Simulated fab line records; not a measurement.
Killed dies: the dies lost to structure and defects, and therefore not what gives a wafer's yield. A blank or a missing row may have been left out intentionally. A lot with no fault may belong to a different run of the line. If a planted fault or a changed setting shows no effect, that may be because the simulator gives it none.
fab line records -- flow n5_finfet
record lots=5, wafers=15, last_day=17
route steps=1938 shown BEOL_M5@1177 PASSIVATION@1936
lots with no fault: from the same line, run without faults
start_h: hours from the record's first day to the start of the lot's first wafer shown -- wait_h: hours from the lot's prior step to this one -- " repeats the value in the row above -- L1.1+2: a row that stands for several wafers -- - no value present, or no start provided -- * or withheld: withheld -- < > ~ a bound
route shown NAME@n: names a module that has steps shown in the file, with the first one's number in the route -- usual: the fault-free wafers' mean and standard deviation -- same: alike in all rows -- chamber/n: place in a boat -- sites: per-site readings -- _std_site: standard deviation across them -- _edge_site: outer sites' mean less inner sites' -- radius_mm: how far each site lies from the wafer's centre -- mask NAME#n: copy n -- behind: the tool/chamber that last shaped the wafer -- hold: cause of the lot's hold/its duration in hours/its outcome -- device: the n, p or np transistor that did not switch -- end of line: the tests these same wafers got at the end of their route -- step lacking rows: just its recipe -- killed: at the first sort, the dies lost to defects and structure; wafer yield is something else -- map: dies across one wafer; x = killed, . = not, _ = none there
set.NAME: the setting that was run; set.NAME@STEP: the one run at that earlier step -- model.NAME: the simulator's own value behind a step, which no gauge read
lots at some steps of the route; a table a step, a row a wafer
services: from which hour (start_h, from the record's first day; less than 0 if before it) a tool's chamber was out of use, for how many hours, and why
## steps
# step N5_BEOL_M5_SPUTTER_81
# recipe material=Cu, target_thk_a=150, temp_c=-20, chamber_pressure_pa=0.07, power_w=withheld, time_s=27.62
# step N5_BEOL_M5_ANNEAL_82
# recipe temp_c=400, time_s=1800, ambient=vacuum
# step N5_BEOL_M5_SPUTTER_83
# recipe material=Cu, target_thk_a=150, temp_c=-20, chamber_pressure_pa=0.07, power_w=withheld, time_s=27.62
# usual chuck_sensor_temp_C=-16.2/0.49, throttle_valve_pct=30.1/0.99
lot.wafer,tool,chamber,start_h,wait_h,chuck_sensor_temp_C,throttle_valve_pct
L101.2,pvd_sputter-03,-,184.77,0.5,-16.3,30.1
L101.3,pvd_sputter-03,-,184.77,0.5,-16.1,28.1
L101.6,pvd_sputter-03,-,184.77,0.5,-16.2,30.3
L104.1,pvd_sputter-01,-,185.30,0.5,-16.5,29.9
L104.2,pvd_sputter-01,-,185.30,0.5,-16.6,29.6
L104.3,pvd_sputter-01,-,185.30,0.5,-15.8,29.9
L107.2,pvd_sputter-03,-,208.92,0.5,-16.8,29.6
L107.3,pvd_sputter-03,-,208.92,0.5,-15.9,27.9
L107.5,pvd_sputter-03,-,208.92,0.5,-16.1,27.7
L120.2,pvd_sputter-01,-,295.47,0.5,-16.5,31.3
L120.3,pvd_sputter-01,-,295.47,0.5,-16.6,29.8
L120.6,pvd_sputter-01,-,295.47,0.5,-16.5,31.3
L124.1,pvd_sputter-02,-,320.16,0.5,-15.6,31.0
L124.2,pvd_sputter-02,-,320.16,0.5,-16.0,31.6
L124.3,pvd_sputter-02,-,320.16,0.5,-15.5,31.3
# step N5_BEOL_M5_ANNEAL_84
# recipe temp_c=400, time_s=1800, ambient=vacuum
# usual heater_power_w=911/81
lot.wafer,tool,chamber,start_h,wait_h,heater_power_w
L101.2,pvd_sputter-03,-,184.85,0.0,814
L101.3,pvd_sputter-03,-,184.85,0.0,986
L101.6,pvd_sputter-03,-,184.85,0.0,830
L104.1,pvd_sputter-01,-,185.38,0.0,938
L104.2,pvd_sputter-01,-,185.38,0.0,998
L104.3,pvd_sputter-01,-,185.38,0.0,829
L107.2,pvd_sputter-03,-,209.00,0.0,871
L107.3,pvd_sputter-03,-,209.00,0.0,996
L107.5,pvd_sputter-03,-,209.00,0.0,993
L120.2,pvd_sputter-01,-,295.55,0.0,829
L120.3,pvd_sputter-01,-,295.55,0.0,1005
L120.6,pvd_sputter-01,-,295.55,0.0,829
L124.1,pvd_sputter-02,-,320.24,0.0,931
L124.2,pvd_sputter-02,-,320.24,0.0,1097
L124.3,pvd_sputter-02,-,320.24,0.0,832
# step N5_BEOL_M5_SPUTTER_88
# recipe material=Cu, target_thk_a=150, temp_c=-20, chamber_pressure_pa=0.07, power_w=withheld, time_s=27.62
# step N5_BEOL_M5_ANNEAL_89
# recipe temp_c=400, time_s=1800, ambient=vacuum
# usual heater_power_w=912/82
lot.wafer,tool,chamber,start_h,wait_h,heater_power_w
L101.2,pvd_sputter-03,-,185.93,0.0,795
L101.3,pvd_sputter-03,-,185.93,0.0,1019
L101.6,pvd_sputter-03,-,185.93,0.0,831
L104.1,pvd_sputter-01,-,186.46,0.0,926
L104.2,pvd_sputter-01,-,186.46,0.0,1036
L104.3,pvd_sputter-01,-,186.46,0.0,872
L107.2,pvd_sputter-03,-,210.08,0.0,843
L107.3,pvd_sputter-03,-,210.08,0.0,1012
L107.5,pvd_sputter-03,-,210.08,0.0,990
L120.2,pvd_sputter-01,-,296.64,0.0,822
L120.3,pvd_sputter-01,-,296.64,0.0,1012
L120.6,pvd_sputter-01,-,296.64,0.0,836
L124.1,pvd_sputter-02,-,321.33,0.0,926
L124.2,pvd_sputter-02,-,321.33,0.0,1094
L124.3,pvd_sputter-02,-,321.33,0.0,859
# step N5_BEOL_M5_SPUTTER_90
# recipe material=Cu, target_thk_a=45, temp_c=-20, chamber_pressure_pa=0.07, power_w=withheld, time_s=8.29
# step N5_BEOL_M5_ECD_50
# recipe material=Cu, target_thk_a=3000
# step N5_BEOL_M5_ANNEAL_51
# recipe temp_c=225, time_s=90, ambient=N2
# usual wafer_temp_C_max=226.22/0.24
lot.wafer,tool,chamber,start_h,wait_h,wafer_temp_C_max
L101.2,rtp_anneal-02,0,187.20,0.1,226.01
L101.3,rtp_anneal-02,0,187.20,0.1,226.16
L101.6,rtp_anneal-02,0,187.20,0.1,226.22
L104.1,rtp_anneal-02,0,187.69,0.1,225.91
L104.2,rtp_anneal-02,0,187.69,0.1,226.18
L104.3,rtp_anneal-02,0,187.69,0.1,226.32
L107.2,rtp_anneal-01,0,211.34,0.1,226.38
L107.3,rtp_anneal-01,0,211.34,0.1,226.28
L107.5,rtp_anneal-01,0,211.34,0.1,226.59
L120.2,rtp_anneal-02,0,297.89,0.1,226.09
L120.3,rtp_anneal-02,0,297.89,0.1,226.10
L120.6,rtp_anneal-02,0,297.89,0.1,226.61
L124.1,rtp_anneal-01,0,322.54,0.1,226.24
L124.2,rtp_anneal-01,0,322.54,0.1,226.21
L124.3,rtp_anneal-01,0,322.54,0.1,226.31
# step N5_BEOL_M5_CMP_52
# recipe stop_on=SiCOH_lowk, t_overpolish_s=6.9, down_force_psi=1, platen_rpm=50, clearing_platen_down_force_psi=1.5, clearing_platen_rpm=50, post_cmp_clean=cu_alkaline, target_thk_nm=62, clearing_platen_pad_velocity_m_s=0.99484, pad_velocity_m_s=0.99484
# step N5_BEOL_M5_THK_MEAS_53
# recipe thk_meas_gauge=xrf, reads=Cu_of_BEOL_M5_ECD_50
# usual M5_THK=62.6/1.6
lot.wafer,tool,chamber,start_h,wait_h,M5_THK[nm]
L101.2,film_metro-02,-,187.76,-,63.8
L101.3,film_metro-02,-,187.76,-,63.9
L101.6,film_metro-02,-,187.76,-,64.8
L104.1,film_metro-01,-,188.31,-,62.6
L104.2,film_metro-01,-,188.31,-,62.1
L104.3,film_metro-01,-,188.31,-,62.8
L107.2,film_metro-01,-,212.13,-,62.4
L107.3,film_metro-01,-,212.13,-,62.4
L107.5,film_metro-01,-,212.13,-,62.4
L120.2,film_metro-01,-,298.44,-,65.4
L120.3,film_metro-01,-,298.44,-,63.9
L120.6,film_metro-01,-,298.44,-,65.0
L124.1,film_metro-01,-,323.13,-,63.7
L124.2,film_metro-01,-,323.13,-,62.7
L124.3,film_metro-01,-,323.13,-,61.4
# step N5_BEOL_M5_PRE_CLEAN_77
# recipe gas=NH3/H2, time_s=15, temp_c=*, rf_power_w=300
# usual heater_power_w=75/19
lot.wafer,tool,chamber,start_h,wait_h,heater_power_w
L101.2,cvd_co-01,1,187.80,0.0,73
L101.3,cvd_co-01,2,187.80,0.0,100
L101.6,cvd_co-01,2,187.80,0.0,99
L104.1,cvd_co-02,1,188.47,0.2,56
L104.2,cvd_co-02,2,188.47,0.2,96
L104.3,cvd_co-02,0,188.47,0.2,81
L107.2,cvd_co-01,1,212.29,0.2,72
L107.3,cvd_co-01,0,212.29,0.2,42
L107.5,cvd_co-01,2,212.29,0.2,99
L120.2,cvd_co-02,0,298.48,0.0,78
L120.3,cvd_co-02,1,298.48,0.0,56
L120.6,cvd_co-02,1,298.48,0.0,57
L124.1,cvd_co-01,0,323.17,0.0,43
L124.2,cvd_co-01,1,323.17,0.0,74
L124.3,cvd_co-01,2,323.17,0.0,100
# step N5_BEOL_M5_CO_CAP_78
# recipe material=Co, target_thk_a=20, temp_c=200, precursor=CCTBA/H2, pressure_torr=30, time_s=102.1
# usual heater_power_w=224/25, run_length_s=125.4/0.59
lot.wafer,tool,chamber,start_h,wait_h,heater_power_w,run_length_s,model.Co_of_BEOL_M5_CO_CAP_78.thk_nm
L101.2,cvd_co-01,1,187.84,0.0,214,124.7,2
L101.3,cvd_co-01,2,187.84,0.0,251,125.6,2.2
L101.6,cvd_co-01,2,187.84,0.0,248,125.9,2.2
L104.1,cvd_co-02,1,188.51,0.0,204,125.3,2
L104.2,cvd_co-02,2,188.51,0.0,250,124.3,2
L104.3,cvd_co-02,0,188.51,0.0,226,125.3,2
L107.2,cvd_co-01,1,212.33,0.0,221,125.0,2.2
L107.3,cvd_co-01,0,212.33,0.0,181,125.3,2.2
L107.5,cvd_co-01,2,212.33,0.0,258,126.5,2
L120.2,cvd_co-02,0,298.52,0.0,229,102.7,1.6
L120.3,cvd_co-02,1,298.52,0.0,201,125.5,2
L120.6,cvd_co-02,1,298.52,0.0,205,125.7,2
L124.1,cvd_co-01,0,323.21,0.0,188,126.0,2
L124.2,cvd_co-01,1,323.21,0.0,224,124.8,2.2
L124.3,cvd_co-01,2,323.21,0.0,257,125.6,1.8
# step N5_BEOL_M5_PRE_CLEAN_55
# recipe gas=NH3, time_s=15, temp_c=withheld, rf_power_w=300
# step N5_PASSIVATION_PROBE_49
# usual defect_limited_yield=91.3/1.3, killed_at_M0_to_M3=32/11, killed_at_M4_up=15/5.6, killed_at_contacts=12/6, killed_at_front_end=40/11, killed_at_other=3.5/2.6, killed_dies=102/15, killed_open=67/12, killed_short=34/7.3, sort_bin_5_function=5.1/0.85, sort_bin_6_memory=3.2/0.61, sort_n_pass=1078/15, sort_yield_pct=91.3/1.3
# same gross_dies=1180, killed_at_back_side=0, sort_bin_4_leakage[%]=0, sort_bin_8_speed[%]=0
lot.wafer,tool,chamber,start_h,wait_h,defect_limited_yield[%],killed_at_M0_to_M3,killed_at_M4_up,killed_at_contacts,killed_at_front_end,killed_at_other,killed_dies,killed_open,killed_short,sort_bin_5_function[%],sort_bin_6_memory[%],sort_n_pass,sort_yield_pct[%]
L104.1,prober-02,-,288.11,0.3,92.8,16,17,8,43,1,85,47,31,4.2,2.3,1095,92.8
L104.2,prober-02,-,288.16,0.4,90.5,35,16,10,47,4,112,77,30,6.0,3.3,1068,90.5
L104.3,prober-02,-,288.21,0.4,93.6,22,12,12,28,2,76,50,24,4.0,2.1,1104,93.6
# killed by level:class
L104.1 FIN_SAQP:geometric_particle:short=6 FIN_SAQP:geometric_particle:open=6 MOL_CONTACT_COAG:geometric_particle:open=6 HKMG_FIN:area_etch=6 STI_FIN_REVEAL:geometric_particle:open=5 ILD0:geometric_particle:open=5 BEOL_M4:geometric_particle:open=4 BEOL_M3:geometric_particle:short=4
L104.2 STI_FIN_REVEAL:geometric_particle:open=14 BEOL_M3:geometric_particle:open=11 MOL_CONTACT_COAG:geometric_particle:open=10 BEOL_M1:geometric_particle:open=9 FIN_SAQP:geometric_particle:short=8 FIN_SAQP:geometric_particle:open=8 DUMMY_GATE:geometric_particle:open=6 BEOL_M5:geometric_particle:open=5
L104.3 MOL_CONTACT_COAG:geometric_particle:open=9 DUMMY_GATE:geometric_particle:open=7 ILD0:geometric_particle:open=6 FIN_SAQP:geometric_particle:short=5 BEOL_M4:geometric_particle:open=5 BEOL_M5:geometric_particle:open=4 BEOL_M2:geometric_particle:open=4 BEOL_M3:geometric_particle:open=4
## services
tool,chamber,start_h,hours,kind
cvd_co-01,1,164.20,16.8,repair
cvd_co-02,-,202.36,0.9,repair
## key
first_sign step=N5_BEOL_M5_CO_CAP_78, reading=run_length_s, direction=down, sigmas=39, usual=*, struck=*
effect none on later readings
model_effect step=N5_BEOL_M5_CO_CAP_78, value=Co_of_BEOL_M5_CO_CAP_78.thk_nm, without=2.2, struck=1.6
met_at N5_BEOL_M5_CO_CAP_78
struck_wafers L120.2
onset_between 188.51 298.52
fault kind=process_parameter_drift, tool=cvd_co-02, chamber=-, onset_h=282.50, steps=N5_BEOL_M5_CO_CAP_78, channel=time_s, offset=*, shape=step, end_h=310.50, scope=struck_wafers_only, acts_in=*, stated=*
